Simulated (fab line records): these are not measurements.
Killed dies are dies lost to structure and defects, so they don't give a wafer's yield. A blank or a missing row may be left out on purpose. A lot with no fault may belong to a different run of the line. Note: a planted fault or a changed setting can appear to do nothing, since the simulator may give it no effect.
Struck lot and sound lot, side by side | flow n5-finfet | 37 out of 1938 route steps
Sound: these wafers, L579.1, L579.4, L579.5. Struck: wafer L562.6 (L562.1, L562.5, from the same lot, were not struck and are left out); the cause is given at the end.
Order at every step that has rows: each side's tool, ch and its chambers, its first start. Under that, the readings that differ: sound wafers | struck wafers | difference of the means | sigmas: that difference in standard deviations of wafers without a fault.
alike: readings whose means differ by less than 2 such deviations, and words and numbers that are the same on both sides. not compared: withheld readings, readings that some wafer has no value for, bounds like >300 that may hide the same value, and numbers for which the record gives no deviation and whose values overlap.
Wherever a step has rows on one side only, a row that says differs or no value, or a row with sigmas, the two part there. Numbers that have no deviation but don't overlap get no sigmas and don't part them. A reading missing from all wafers of one side parts the sides only when that side holds two or more wafers.

first, 8 steps without rows for these wafers: N5_BEOL_M2_ANNEAL_51 (time 90 s); N5_BEOL_M2_CMP_52 (polishes, stops on SiOC, t overpolish 6.8 s, target thk 40 nm); N5_BEOL_M2_PRE_CLEAN_60 (time 15 s); N5_BEOL_M2_CO_CAP_55 (material Co, precursor CCTBA/H2, target thk 2 nm, time 102.1 s); N5_BEOL_M2_PRE_CLEAN_56 (time 15 s); N5_BEOL_M2_DEP_57 (deposits SiCN from 3MS/NH3, target thk 8 nm, time 14 s); N5_BEOL_M3_ILD_DEP_00 (deposits SiOC from DEMS/O2, target thk 79 nm, time 15.3 s); N5_BEOL_M3_PECVD_72 (deposits SiO2 from TEOS/O2, target thk 16 nm, time 18 s).
N5_BEOL_M3_HM_DEP_02: deposits TiN, target thk 20 nm.
  sound on pvd-sputter-01 at day 12 06:50; struck on pvd-sputter-01 at day 7 13:20
  reading                                    | sound      | struck | difference | sigmas
  model.TiN_of_BEOL_M3_HM_DEP_02.thk-nm (nm) | 20 19.8 20 | 15.4   | -4.5       |
  alike: throttle-valve-pct
then, 16 steps without rows for these wafers: N5_BEOL_M3_COAT_61 (time 60 s, resist thk 60 nm); N5_BEOL_M3_COAT_62 (time 60 s, resist thk 12 nm); N5_BEOL_M3_COAT_73 (time 60 s, resist thk 5 nm); N5_BEOL_M3_COAT_05 (resist thk 30 nm); N5_BEOL_M3_EBR_07; N5_BEOL_M3_SOFTBAKE_06 (time 60 s); N5_BEOL_M3_EXPOSE_08 (exposes mask M3); N5_BEOL_M3_PEB_09 (peb time 60 s); N5_BEOL_M3_DEVELOP_10 (develop time 30 s); N5_BEOL_M3_DESCUM_16 (chemistry O2, time 7 s); N5_BEOL_M3_ETCH_74 (etches underlayer in N2/H2, target depth 6.5 nm, time 5.2 s); N5_BEOL_M3_ETCH_63 (etches SiARC in CF4, target depth 15.6 nm, time 26 s); N5_BEOL_M3_ETCH_64 (etches SOC in N2/H2, target depth 75 nm, overetch 15 nm, time 112.5 s); N5_BEOL_M3_STRIP_65 (strips in N2/H2); N5_BEOL_M3_STRIP_75 (strips in N2/H2); N5_BEOL_M3_STRIP_66 (strips in CF4).
N5_BEOL_M3_HM_OPEN_17: chemistry Cl2/BCl3, target TiN, target depth 20 nm, overetch 6 nm.
  sound on rie-metal-01 ch 0, day 12 07:45; struck on rie-metal-02 ch 1, day 7 14:13
  reading                  | sound             | struck | difference | sigmas
  oes-product-au (a.u.)    | 0.66 0.66 0.66    | 0.47   | -0.19      | -2
  model.etch.depth-nm (nm) | 19.92 19.82 19.94 | 15.4   | -4.5       |
  alike: drypump-motor-current-A, mfc-cl2-sccm, throttle-valve-pct
  not compared: rf-hours-counter-h
then, 8 steps without rows for these wafers: N5_BEOL_M3_STRIP_19 (strips in O2); N5_BEOL_M3_COAT_67 (time 60 s, resist thk 60 nm); N5_BEOL_M3_COAT_68 (time 60 s, resist thk 12 nm); N5_BEOL_M3_COAT_76 (time 60 s, resist thk 5 nm); N5_BEOL_M3_COAT_22 (resist thk 30 nm); N5_BEOL_M3_EBR_24; N5_BEOL_M3_SOFTBAKE_23 (time 60 s); N5_BEOL_M3_EXPOSE_25 (exposes mask V2, defocus 5 nm).
N5_BEOL_M3_TRENCH_ETCH_37: etches SiOC in C4F6/O2, target depth 55.555 nm, time 29.2 s.
  sound on rie-diel-04 ch 2,3; struck on rie-diel-03 ch 3
  reading                                    | sound          | struck | difference | sigmas
  showerhead-plenum-p-Torr (Torr)            | 3.03 3.03 2.83 | 2.70   | -0.26      | -2
  model.TiN_of_BEOL_M3_HM_DEP_02.thk-nm (nm) | 17.6 17.6 17.6 | 13     | -5         |
  alike: drypump-motor-current-A, oes-product-au, rf-vpp-V, throttle-valve-pct
  not compared: rf-hours-counter-h
N5_BEOL_M4_RC_MEAS_101:
  sound on prober-02 ch 0, day 13 06:28; struck on prober-02 ch 0, day 8 13:46
  reading        | sound          | struck | difference | sigmas
  IOFF_P (nA/um) | 0.19 0.14 0.17 | 0.26   | +0.09      | +3
  ION_P (uA/um)  | 448 441 449    | 477    | +31        | +4
  SS_N (mV/dec)  | 72.1 71.7 72.3 | 70.8   | -1.2       | -2
  VT_P (mV)      | -256 -260 -260 | -245   | +14        | +4
  alike: DIBL_N, DIBL_P, IOFF_N, ION_N, SS_P, VT_N
-- here the record skips 4 days between the struck wafers' starts before and after, leaving off in module BEOL_M4 and picking up in module PASSIVATION (first step shown: number 1936 of the route) --
N5_PASSIVATION_PROBE_49:
  record: rows for the struck wafers here (prober-01, day 13 00:57), none for the sound ones

WHERE THEY PART
At N5_BEOL_M3_HM_OPEN_17 first; at N5_PASSIVATION_PROBE_49 last (within this record only).

WHY: the cause the simulator had injected
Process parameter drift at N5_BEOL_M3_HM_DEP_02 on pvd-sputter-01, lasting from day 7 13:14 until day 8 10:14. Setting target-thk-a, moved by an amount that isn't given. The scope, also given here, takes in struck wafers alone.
